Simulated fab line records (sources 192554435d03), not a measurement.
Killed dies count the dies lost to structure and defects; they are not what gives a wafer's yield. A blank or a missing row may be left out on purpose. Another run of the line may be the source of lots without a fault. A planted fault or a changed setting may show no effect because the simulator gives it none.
Matching of chambers    flow n5 finfet    N5_SDB_HM_OPEN_20 on rie diel-04: 4 sister chambers
The step chemistry CH3F/O2, target SiNx, stops on poly-Si, target depth 24 nm. 14 wafers are shown with their chamber, then 7 later ones without.

## EACH WAFER AND ITS CHAMBER
wafer   chamber  rf vpp V (V)  throttle valve pct (%)  showerhead plenum p Torr (Torr)
L081.1  0        287           16.15                   1.92
L081.3  3        307           15.97                   1.97
L081.6  1        279           16.39                   2.07
L082.1  0        288           16.17                   1.92
L082.3  1        280           16.42                   2.07
L082.4  0        287           16.15                   1.92
L083.1  1        280           16.40                   2.07
L083.4  0        287           16.16                   1.92
L083.5  1        280           16.41                   2.06
L084.2  3        306           15.98                   1.96
L084.3  2        303           16.06                   1.97
L084.6  2        303           16.06                   1.97
L086.2  1        278           16.43                   2.06
L086.3  2        303           16.06                   1.97

SIGNATURES, as means of the wafers listed above
reading                   chamber 0  chamber 1  chamber 2  chamber 3  scatter within a chamber
rf vpp V                  287.25     279.40     303.00     306.50     0.667
throttle valve pct        16.1575    16.4100    16.0600    15.9750    0.0115
showerhead plenum p Torr  1.9200     2.0660     1.9700     1.9650     0.00412
Rule: for each reading, subtract the chamber's mean from the wafer's reading, divide by that reading's scatter and square the result; add these up over the readings and take the root, which gives the wafer's distance from the chamber. If the next closest chamber is less than 2 further off than the closest, the wafer can't be placed; otherwise it belongs to the closest. The scatter: take each reading less its chamber's mean, square it, sum over the shown wafers, divide by the number of wafers less the number of chambers, and take the root.

## WAFERS WITHOUT THEIR CHAMBER
wafer   rf vpp V (V)  throttle valve pct (%)  showerhead plenum p Torr (Torr)
L086.6  279           16.42                   2.06
L088.1  287           16.19                   1.92
L088.5  286           16.16                   1.92
L088.6  307           16.00                   1.96
L096.4  287           16.21                   1.91
L096.5  303           16.08                   1.96
L096.6  278           16.47                   2.05

## WHICH CHAMBER EACH WENT THROUGH
wafer   from the rows above  in truth
L086.6  1                    1
L088.1  0                    0
L088.5  0                    0
L088.6  3                    3
L096.4  0                    0
L096.5  2                    2
L096.6  1                    1
Correctly placed: 7 of 7. From these rows, 0 cannot be placed. Placed wrongly: 0.
